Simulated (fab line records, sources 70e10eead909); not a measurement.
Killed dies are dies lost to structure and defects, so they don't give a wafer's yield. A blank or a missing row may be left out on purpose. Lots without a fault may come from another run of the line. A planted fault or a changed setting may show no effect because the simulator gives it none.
Chamber matching | flow nand_harc | NHARC_A_CHANNEL_FILL_D1_ETCHBACK_20 on rie_diel-03: 3 sister chambers
The step etches the open film in C4F8/O2/Ar, target depth 27 nm, time 13.5 s. 3 wafers are shown with their chamber, then 4 later ones without.

WAFERS WITH THEIR CHAMBER
wafer  | chamber | rf_vpp_V (V)
L128.6 | 1       | 971
L131.1 | 2       | 984
L131.5 | 3       | 970

WAFERS WITHOUT THEIR CHAMBER
wafer  | rf_vpp_V (V)
L142.1 | 969
L142.2 | 972
L139.3 | 972
L139.5 | 970

WHICH CHAMBER EACH WENT THROUGH
wafer  | from the rows above     | in truth
L142.1 | can't be placed: 3 or 1 | 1
L142.2 | can't be placed: 1 or 3 | 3
L139.3 | can't be placed: 1 or 3 | 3
L139.5 | can't be placed: 3 or 1 | 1
Placed correctly: 0 of 4. Can't be placed from these rows: 4 (the true chamber is among the candidates in 4). Placed wrongly: 0.
How it was worked out, from the rows above alone: a wafer's distance from a chamber is the root of the sum, over the readings, of the square of ((its reading less the chamber's mean) divided by the reading's scatter). The wafer belongs to the nearest chamber; if the next one is less than 2 further off, it can't be placed. A chamber's mean is the mean of its shown wafers. The scatter: with one shown wafer a chamber, the root of the mean of the squares of how far each hidden wafer lies from its nearest shown one.
